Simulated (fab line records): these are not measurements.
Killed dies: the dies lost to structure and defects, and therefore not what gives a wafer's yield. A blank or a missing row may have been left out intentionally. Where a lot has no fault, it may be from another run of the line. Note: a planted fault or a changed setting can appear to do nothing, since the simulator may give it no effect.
Comparing a struck lot with a sound one | flow nand harc | 15 out of 1159 route steps
Sound: wafers L243.3, L243.5, L243.6. Struck: wafer L253.6 (left out: L253.3, L253.4 of the same lot, which were not struck); the cause appears at the end.
Per side, at each step with rows, come the tool, then ch with its chambers, and then its first start. Under that, the readings that differ: sound wafers | struck wafers | difference of the means | sigmas: that difference in standard deviations of wafers without a fault.
alike: readings whose means differ by less than 2 such deviations, and words and numbers that are the same on both sides. not compared: withheld readings, readings that some wafer has no value for, bounds like >300 that may hide the same value, and numbers for which the record gives no deviation and whose values overlap.
Wherever a step has rows on one side only, a row that says differs or no value, or a row with sigmas, the two part there. Numbers that have no deviation but don't overlap get no sigmas and don't part them. A reading that every wafer of one side lacks parts them only if that side has two wafers or more.

first, 5 steps without rows for these wafers: NHARC_A_CONTACT_SOFTBAKE_37 (time 55 s); NHARC_A_CONTACT_EBR_38; NHARC_A_CONTACT_EXPOSE_39 (exposes mask A CC 3); NHARC_A_CONTACT_PEB_40 (peb time 65 s); NHARC_A_CONTACT_DEVELOP_41 (develop time 35 s).
NHARC_A_CONTACT_CD_MEAS_42 targets a cd of 200 nm.
  sound on cd sem-01 ch 0, day 17 01:22; struck on cd sem-01 ch 0, day 20 08:40
  alike: cd nm
NHARC_A_CONTACT_OVL_MEAS_43:
  sound on overlay-01, day 17 01:27; struck on overlay-01, day 20 08:45
  alike: overlay x nm, overlay y nm
NHARC_A_CONTACT_INSPECT_44:
  sound on defect inspect-01, day 17 01:29; struck on defect inspect-01, day 20 08:47
  alike: raw defect count
NHARC_A_CONTACT_DESCUM_47: chemistry O2, time 3 s.
  sound on rie diel-02 ch 0,3, day 17 01:33; struck on rie diel-01 ch 2, day 20 08:51
  reading                     | sound       | struck | difference | sigmas
  drypump motor current A (A) | 6.5 6.5 6.1 | 5.1    | -1.3       | -2
  alike: oes product au, rf vpp V, showerhead plenum p Torr, throttle valve pct
  not compared: rf hours counter h
NHARC_A_CONTACT_ETCH_48: etches the open film in CF4, target depth 39 nm, time 65 s.
  sound on rie diel-02 ch 0,1,3, day 17 01:47; struck on rie diel-01 ch 0, day 20 08:57
  alike: drypump motor current A, oes product au, rf vpp V, showerhead plenum p Torr, throttle valve pct
  not compared: rf hours counter h
NHARC_A_CONTACT_ETCH_49: etches the open film in N2/H2, target depth 260 nm, time 475.3 s.
  sound on rie diel-02 ch 0,3; struck on rie diel-01 ch 2
  reading                     | sound       | struck | difference | sigmas
  drypump motor current A (A) | 6.2 6.6 6.1 | 5.1    | -1.2       | -2
  alike: oes product au, rf vpp V, showerhead plenum p Torr, throttle valve pct
  not compared: rf hours counter h
NHARC_A_CONTACT_ETCH_50: etches the open film in CF4/CHF3, target depth 84.7 nm, time 42.4 s.
  sound on rie diel-02 ch 1,2; struck on rie diel-01 ch 1
  alike: drypump motor current A, oes product au, rf vpp V, showerhead plenum p Torr, throttle valve pct
  not compared: rf hours counter h
NHARC_A_CONTACT_ETCH_51: etches the open film in O2/COS, target depth 3600 nm, time 936 s.
  sound on rie diel-02 ch 0,3, day 17 02:25; struck on rie diel-01 ch 0, day 20 09:31
  reading               | sound             | struck | difference | sigmas
  oes product au (a.u.) | 0.983 0.996 0.991 | 0.822  | -0.168     | -18
  alike: drypump motor current A, rf vpp V, showerhead plenum p Torr, throttle valve pct
  not compared: rf hours counter h
NHARC_A_CONTACT_ETCH_111: etches the open film in C4F8/O2/Ar, time 140 s, target depth 700 nm.
  sound on har cap etch-01 ch 0,1, day 17 03:08; struck on har cap etch-03 ch 1, day 20 10:11
  not compared: rf hours counter h
-- the record jumps here: 3 days lie between the struck wafers' starts before and after (it left off in module A_CONTACT and takes up again in module END, whose first step shown is number 1159 of the route) --
NHARC_END_SORT_01:
  sound on prober-02 ch 0, day 20 22:02; struck on prober-02 ch 0, day 23 16:02
  reading         | sound    | struck | difference | sigmas
  killed at array | 29 32 29 | 675    | +645       | +59
  killed dies     | 33 38 31 | 677    | +643       | +54
  alike: killed at other, killed at periphery, killed open, killed short

## WHERE THEY PART
First at NHARC_A_CONTACT_DESCUM_47; last, within this record, at NHARC_END_SORT_01.

WHY: whatever the simulator had introduced
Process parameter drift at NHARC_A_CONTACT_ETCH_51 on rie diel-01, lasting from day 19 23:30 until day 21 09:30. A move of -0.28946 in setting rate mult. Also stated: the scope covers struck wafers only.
